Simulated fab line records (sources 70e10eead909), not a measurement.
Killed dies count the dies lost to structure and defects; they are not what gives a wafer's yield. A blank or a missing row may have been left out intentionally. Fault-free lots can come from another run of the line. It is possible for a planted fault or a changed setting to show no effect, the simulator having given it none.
What tool caused it? ; flow nand-harc ; Sampling: 11 lots, 33 wafers, 6 of 1302 route steps

WHAT THE GAUGES SHOWED, per wafer
NHARC_P_ZERO_WELL_CD_MEAS_11: target cd 500 nm. Usual: cd-nm at 500.8 nm, with a standard deviation of 2.1.
lot;measured;on;cd-nm (nm);flag
L421;day 3 13:07;cd-sem-03;500.7 503.5 501.5;
L422;day 3 23:18;cd-sem-01;501.3 498.8 500.3;
L423;day 4 09:13;cd-sem-03;512.4 510.9 510.7;OFF
L424;day 4 19:26;cd-sem-01;498.8 497.2 500.9;
L425;day 5 05:19;cd-sem-01;509.3 511.0 507.7;OFF
L433;day 8 13:15;cd-sem-03;503.0 501.9 501.0;
L434;day 8 23:14;cd-sem-02;500.6 500.6 502.0;
L437;day 10 05:16;cd-sem-02;498.3 497.4 500.7;
L438;day 10 15:14;cd-sem-01;501.7 503.8 500.6;
L439;day 11 01:07;cd-sem-02;504.6 503.4 502.7;
L440;day 11 11:14;cd-sem-03;501.0 497.9 500.1;

NHARC_END_SORT_01. Usual: killed-at-array 51, standard deviation 18; killed-at-other 1.0, standard deviation 1.2; killed-at-periphery 3.7, standard deviation 2.9; killed-dies 55, standard deviation 19; killed-open 3.5, standard deviation 1.9; killed-short 2.6, standard deviation 1.6.
lot;measured;on;killed-at-array;killed-at-other;killed-at-periphery;killed-dies;killed-open;killed-short;flag
L433;day 31 10:37;prober-01;50 72;2 1;8 6;60 79;5 6;6 3;

WHICH TOOL RAN EACH LOT (tool, then ch and the chambers of the sampled wafers, then the start)
lot;NHARC_P_ZERO_WELL_SOFTBAKE_06;NHARC_P_ZERO_WELL_ETCH_63;NHARC_P_ZERO_WELL_RTA_42;NHARC_P_GATE_DESCUM_13
L421;litho-track-02 ch 0, day 3 12:00;rie-si-06 ch 0,2,3, day 3 13:33;rtp-anneal-01 ch 0, day 3 18:56;rie-diel-01 ch 0,2,3, day 5 22:02
L422;litho-track-02 ch 0, day 3 22:00;rie-si-03 ch 1,2, day 3 23:46;rtp-anneal-02 ch 0, day 4 05:11;rie-diel-05 ch 0,3, day 6 15:25
L423;litho-track-02 ch 0, day 4 08:00;rie-si-06 ch 2,3, day 4 09:40;rtp-anneal-01 ch 0, day 4 15:09;rie-diel-02 ch 1,2, day 6 19:39
L424;litho-track-03 ch 0, day 4 19:00;rie-si-06 ch 1,2,3, day 4 19:52;rtp-anneal-01 ch 0, day 5 01:41;rie-diel-01 ch 1,3, day 7 08:03
L425;litho-track-02 ch 0, day 5 04:00;rie-si-06 ch 0,1, day 5 05:46;rtp-anneal-01 ch 0, day 5 11:10;rie-diel-05 ch 0,1,3, day 7 18:25
L433;litho-track-05 ch 0, day 8 12:00;rie-si-06 ch 1,3, day 8 13:40;rtp-anneal-01 ch 0, day 8 19:08;rie-diel-05 ch 1,2,3, day 11 04:48
L434;litho-track-03 ch 0, day 8 22:00;rie-si-05 ch 0,3, day 8 23:40;rtp-anneal-02 ch 0, day 9 08:21;rie-diel-02 ch 0,1,3, day 11 19:39
L437;litho-track-02 ch 0, day 10 04:00;rie-si-05 ch 0,2,3, day 10 05:43;rtp-anneal-01 ch 0, day 10 11:23;rie-diel-05 ch 0,1,2, day 12 21:10
L438;litho-track-03 ch 0, day 10 14:00;rie-si-03 ch 0,1, day 10 15:42;rtp-anneal-02 ch 0, day 10 20:55;rie-diel-01 ch 0,3, day 13 02:00
L439;litho-track-02 ch 0, day 11 00:00;rie-si-06 ch 0,3, day 11 01:33;rtp-anneal-01 ch 0, day 11 06:55;rie-diel-01 ch 1,2,3, day 13 12:58
L440;litho-track-05 ch 0, day 11 10:00;rie-si-05 ch 0,1, day 11 11:40;rtp-anneal-02 ch 0, day 11 16:57;rie-diel-05 ch 0,1,2, day 14 03:35
- NHARC_P_ZERO_WELL_SOFTBAKE_06: time 70 s.
- NHARC_P_ZERO_WELL_ETCH_63: etches the open film in HBr/Cl2, target depth 120 nm, time 40.1 s.
- NHARC_P_ZERO_WELL_RTA_42: time 300 s.
- NHARC_P_GATE_DESCUM_13: chemistry O2, time 3 s.

WHAT THE TOOLS THEMSELVES READ (means of the sampled wafers that have a number; where no wafer has one, the mark that the record gives instead)
NHARC_P_ZERO_WELL_SOFTBAKE_06. Usual: heater-power-total-W at 201.0 W, with a standard deviation of 1.3.
lot;tool;heater-power-total-W (W);flag
L421;litho-track-02;200.8;
L422;litho-track-02;200.2;
L423;litho-track-02;211.4;OFF
L424;litho-track-03;199.7;
L425;litho-track-02;210.4;OFF
L433;litho-track-05;201.4;
L434;litho-track-03;202.3;
L437;litho-track-02;201.1;
L438;litho-track-03;201.9;
L439;litho-track-02;201.2;
L440;litho-track-05;200.9;

NHARC_P_ZERO_WELL_ETCH_63. Usual: drypump-motor-current-A 5.9 A, standard deviation 0.34; oes-product-au 0.999 a.u., standard deviation 0.012; throttle-valve-pct 26.406 %, standard deviation 0.0088.
lot;tool;drypump-motor-current-A (A);oes-product-au (a.u.);throttle-valve-pct (%);flag
L421;rie-si-06;6.0;0.995;26.404;
L422;rie-si-03;5.5;0.983;26.409;
L423;rie-si-06;6.0;1.010;26.409;
L424;rie-si-06;6.2;0.995;26.406;
L425;rie-si-06;6.3;1.005;26.397;
L433;rie-si-06;6.1;1.009;26.398;
L434;rie-si-05;5.9;1.001;26.406;
L437;rie-si-05;5.8;0.996;26.399;
L438;rie-si-03;5.6;0.993;26.401;
L439;rie-si-06;6.1;1.017;26.399;
L440;rie-si-05;6.0;1.009;26.404;

NHARC_P_ZERO_WELL_RTA_42. Usual: lamp-power-pct 32.4 %, standard deviation 2.5; lamp_zone_2_pct 32.4 %, standard deviation 2.5; lamp_zone_5_pct 32.4 %, standard deviation 2.5; wafer_temp_C_max 1104.5, standard deviation 2.1.
lot;tool;lamp-power-pct (%);lamp_zone_2_pct (%);lamp_zone_5_pct (%);wafer_temp_C_max;flag
L421;rtp-anneal-01;35.0;35.0;34.9;1106.9;
L422;rtp-anneal-02;29.9;29.9;29.9;1103.2;
L423;rtp-anneal-01;35.0;35.0;35.0;1107.0;
L424;rtp-anneal-01;35.0;35.0;35.0;1105.6;
L425;rtp-anneal-01;34.9;34.9;34.9;1106.4;
L433;rtp-anneal-01;35.0;34.9;35.0;1106.5;
L434;rtp-anneal-02;29.9;29.9;29.9;1102.9;
L437;rtp-anneal-01;35.0;35.0;35.0;1106.3;
L438;rtp-anneal-02;29.9;29.8;29.8;1103.3;
L439;rtp-anneal-01;34.9;34.9;35.0;1109.1;
L440;rtp-anneal-02;29.8;29.8;29.8;1102.9;

NHARC_P_GATE_DESCUM_13. Usual: drypump-motor-current-A 5.7 A, standard deviation 0.49; oes-product-au 1.002 a.u., standard deviation 0.0099; rf-vpp-V 57.9 V, standard deviation 0.92; showerhead-plenum-p-Torr 1.95 Torr, standard deviation 0.08; throttle-valve-pct 11.311 %, standard deviation 0.0093.
lot;tool;drypump-motor-current-A (A);oes-product-au (a.u.);rf-vpp-V (V);showerhead-plenum-p-Torr (Torr);throttle-valve-pct (%);flag
L421;rie-diel-01;5.9;1.000;58.3;1.94;11.308;
L422;rie-diel-05;5.7;1.016;57.5;1.93;11.314;
L423;rie-diel-02;5.7;1.001;58.5;1.90;11.307;
L424;rie-diel-01;6.1;1.005;57.7;2.02;11.310;
L425;rie-diel-05;5.7;1.002;57.3;1.90;11.311;
L433;rie-diel-05;5.6;1.002;58.1;1.92;11.316;
L434;rie-diel-02;5.0;1.004;57.6;1.94;11.302;
L437;rie-diel-05;5.3;1.000;57.6;1.94;11.310;
L438;rie-diel-01;6.1;0.995;58.4;2.02;11.312;
L439;rie-diel-01;5.8;1.001;58.0;1.94;11.302;
L440;rie-diel-05;5.3;0.995;58.1;1.94;11.317;

THE ANSWER, worked out from the rows above alone
Rule: a lot is off if the mean of its wafers that have a number lies more than 3 standard deviations from the usual mean. Also off: a lot with no number at a reading for which 4 or more lots have one. Where the step has rows for the other lots, those lots are counted as sound. Order of review: gauges by route order, followed by the tools' own readings, for which a lot's mean as printed above is used. The first step at which some lot is off is used, and at that step the reading that is off furthest; a lot without a number counts as furthest.
Off: L423, L425, at NHARC_P_ZERO_WELL_CD_MEAS_11 (cd-nm).
A tool fits if, at a process step before that reading, it ran every lot that is off, and no sound lot after the first of them. The gauges at NHARC_P_ZERO_WELL_CD_MEAS_11 aren't tried: what is off there is off at NHARC_P_ZERO_WELL_SOFTBAKE_06 too, on other tools, and a gauge's error can't cause that. None of those tried fits.

WHAT WAS PUT IN BY THE SIMULATOR
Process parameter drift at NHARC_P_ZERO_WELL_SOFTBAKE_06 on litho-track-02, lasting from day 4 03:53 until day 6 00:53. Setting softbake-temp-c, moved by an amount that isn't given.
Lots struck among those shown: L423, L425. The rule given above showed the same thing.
